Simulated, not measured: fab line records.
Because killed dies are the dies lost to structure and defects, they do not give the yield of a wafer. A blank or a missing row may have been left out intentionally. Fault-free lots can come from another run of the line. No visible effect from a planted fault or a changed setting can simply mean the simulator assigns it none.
Problem report, 8D (eight disciplines) form, completed by code / flow nand harc / the parts of the form that need people (team, actions taken, sign-off) are left out

1. WHAT WENT WRONG
Wafers without a fault read 188.43 W, standard deviation 0.13; heater power total W at NHARC_A_CONTACT_SOFTBAKE_64 reads a mean of 196.42 W on 6 wafers belonging to 2 lots. That puts it +61 standard deviations away from the usual mean.
The step: time 55 s.
First seen on wafer L862.3, day 17 04:00, on litho track-01. The record holds 39 wafers of 13 lots with a number at this step. By rule, "out" or "out of limits" means more than 4 standard deviations away from the usual mean. Any other wafer with a number is counted as sound.

2. WHAT THIS IS AND IS NOT
question=which readings at this step | is=heater power total W | is not=-
question=which lots | is=L862, L866 | is not=L860, L861, L865, L873, L874, L875, L878, L880, L881, L882, L883
question=which wafers of those lots | is=all that have a number | is not=-
question=read on which tools | is=litho track-01 | is not=litho track-04, litho track-06
question=when | is=from day 17 04:00 | is not=up to then (9 sound wafers); but 24 sound wafers of L873, L874, L875, L878, L880, L881, L882, L883 came after

3. THE SUSPECTS, EACH WITH WHAT RULES IT OUT
Counting: a tool stays on the suspect list if, at a process step up to the reading, it processed all lots that are out and no sound lot following the first of them.
- litho track-01 at NHARC_A_CONTACT_SOFTBAKE_64 (time 55 s): ruled out as a lasting fault. Sound lots L882, L881, L883 ran on it after its first lot that is out, L862 (day 17 04:00).
Left after counting: nothing in the record.

4. THE CAUSE (what the simulator had put in)
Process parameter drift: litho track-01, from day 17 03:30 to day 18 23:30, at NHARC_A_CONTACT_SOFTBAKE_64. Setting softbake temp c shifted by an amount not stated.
Counting ruled it out, wrongly.

5. THE CHAIN OF EFFECTS, in route order
Each row: a reading where the mean over the struck wafers with a number is more than 3 standard deviations away from the usual. Readings are gone through only where the record gives a usual standard deviation; hours: the median, over the lots, of the time from a lot's start at the first step in this table giving one to that lot's start at this step; sigmas: the change measured in usual standard deviations.
hours=0; step=NHARC_A_CONTACT_SOFTBAKE_64; reading=heater power total W; usual=188.43 W; on struck wafers=196.42; change=+7.99; sigmas=+61
Here are the process steps it includes:
- NHARC_A_CONTACT_SOFTBAKE_64: time 55 s.

6. HOW IT WOULD HAVE BEEN CAUGHT EARLIER
In this record the first reading out of limits was taken at day 17 04:00, 0 hours after the fault began at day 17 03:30.
